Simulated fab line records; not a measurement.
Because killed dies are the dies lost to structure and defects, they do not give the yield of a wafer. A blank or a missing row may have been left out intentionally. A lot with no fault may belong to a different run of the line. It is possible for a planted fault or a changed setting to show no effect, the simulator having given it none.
Matching of chambers -- flow n5Finfet -- rieDiel-06 running N5_BEOL_M8_STRIP_67: 4 sister chambers
The step strips in CF4. 4 wafers are shown with their chamber, then 8 later ones without.

## EACH WAFER AND ITS CHAMBER
wafer,chamber,drypumpMotorCurrentA (A)
L084.4,0,5.3
L090.1,1,5.9
L090.6,3,5.0
L088.3,2,5.4

## WAFERS WITH NO CHAMBER GIVEN
wafer,drypumpMotorCurrentA (A)
L088.5,4.9
L088.6,5.4
L092.2,5.9
L092.3,5.3
L092.6,5.2
L094.3,5.3
L094.5,5.3
L094.6,5.9

## WHICH CHAMBER EACH ONE RAN IN
wafer,from the rows above,in truth
L088.5,3,3
L088.6,2,2
L092.2,1,1
L092.3,0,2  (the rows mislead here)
L092.6,0,0
L094.3,0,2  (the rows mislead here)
L094.5,0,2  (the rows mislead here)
L094.6,1,1
5 of 8 placed correctly. Not placeable from these rows: 0. Placed wrongly: 3.
How it was worked out, from the rows above alone: a wafer's distance from a chamber is the root of the sum, over the readings, of the square of ((its reading less the chamber's mean) divided by the reading's scatter). If the next closest chamber is less than 2 further off than the closest, the wafer can't be placed; otherwise it belongs to the closest. Each chamber's mean is taken over the wafers shown for it. The scatter: with one shown wafer a chamber, the root of the mean of the squares of how far each hidden wafer lies from its nearest shown one.
